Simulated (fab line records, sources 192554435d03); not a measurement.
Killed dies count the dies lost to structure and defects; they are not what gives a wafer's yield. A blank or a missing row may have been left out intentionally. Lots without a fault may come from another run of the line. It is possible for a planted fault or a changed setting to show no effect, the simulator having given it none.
Struck lot and sound lot, side by side / flow n5Finfet / 16 steps out of a route of 1938
Sound: wafers L855.1, L855.4, L855.5. Struck: wafers L858.1, L858.3, L858.5. The cause is given at the end.
Each step with rows lists, per side, the tool, then ch with its chambers, then its first start. Under that, the readings that differ: sound wafers / struck wafers / difference of the means / sigmas: that difference in standard deviations of wafers without a fault.
alike: readings whose means differ by less than 2 such deviations, and words and numbers that are the same on both sides. not compared: withheld readings, readings that some wafer has no value for, bounds like >300 that may hide the same value, and numbers for which the record gives no deviation and whose values overlap.
Wherever a step has rows on one side only, a row that says differs or no value, or a row with sigmas, the two part there. When numbers do not overlap yet have no deviation, they are printed without sigmas and do not part them. A reading that every wafer of one side lacks parts them only if that side has two wafers or more.

first, 1 step without rows for these wafers: N5_BEOL_M2_ANNEAL_80 (time 240 s).
N5_BEOL_M2_SPUTTER_81: material Cu, target thk 4.5 nm, time 8.29 s.
  sound: pvdSputter-01 at day 9 11:41; struck: pvdSputter-02 at day 10 18:52
  alike: throttleValvePct
then, 3 steps without rows for these wafers: N5_BEOL_M2_ANNEAL_82 (time 240 s); N5_BEOL_M2_SPUTTER_86 (material Cu, target thk 4.5 nm, time 8.29 s); N5_BEOL_M2_ANNEAL_87 (time 240 s).
N5_BEOL_M2_SPUTTER_88: material Cu, target thk 4.5 nm, time 8.29 s.
  sound: pvdSputter-01 at day 9 12:14; struck: pvdSputter-02 at day 10 19:18
  alike: throttleValvePct
N5_BEOL_M2_ANNEAL_89: time 240 s.
  sound: pvdSputter-01 at day 9 12:20; struck: pvdSputter-02 at day 10 19:23
  alike: heaterPowerW, susceptorTempC
then, 1 step without rows for these wafers: N5_BEOL_M2_SPUTTER_90 (material Cu, target thk 4.5 nm, time 8.29 s).
N5_BEOL_M2_ANNEAL_91: time 240 s.
  sound: pvdSputter-01 at day 9 12:37; struck: pvdSputter-02 at day 10 19:36
  alike: heaterPowerW, susceptorTempC
N5_BEOL_M2_SPUTTER_92: material Cu, target thk 4.5 nm, time 8.29 s.
  sound: pvdSputter-01 at day 9 12:47; struck: pvdSputter-02 at day 10 19:44
  alike: throttleValvePct
then, 2 steps without rows for these wafers: N5_BEOL_M2_ANNEAL_93 (time 240 s); N5_BEOL_M2_SPUTTER_94 (material Cu, target thk 4.5 nm, time 8.29 s).
N5_BEOL_M2_ANNEAL_95: time 240 s.
  sound: pvdSputter-01 at day 9 13:10; struck: pvdSputter-02 at day 10 20:02
  no value came back on the struck wafers for heaterPowerW (W), susceptorTempC (C); on the sound wafers heaterPowerW (W) reads 760 842 778
then, 1 step without rows for these wafers: N5_BEOL_M2_SPUTTER_96 (material Cu, target thk 4.5 nm, time 8.29 s).
N5_BEOL_M4_RC_MEAS_101:
  sound on prober-01 ch 0, day 10 11:35; struck on prober-02 ch 0, day 12 04:55
  alike: DIBL_N, DIBL_P, IOFF_N, IOFF_P, ION_N, ION_P, SS_N, SS_P, VT_N, VT_P
N5_PASSIVATION_PROBE_49:
  the record has rows for the sound wafers here (prober-01, day 14 17:35) and none for the struck ones

== WHERE THEY PART ==
At N5_BEOL_M2_ANNEAL_95 first; at N5_PASSIVATION_PROBE_49 last (within this record only).

WHY: what the simulator had put in
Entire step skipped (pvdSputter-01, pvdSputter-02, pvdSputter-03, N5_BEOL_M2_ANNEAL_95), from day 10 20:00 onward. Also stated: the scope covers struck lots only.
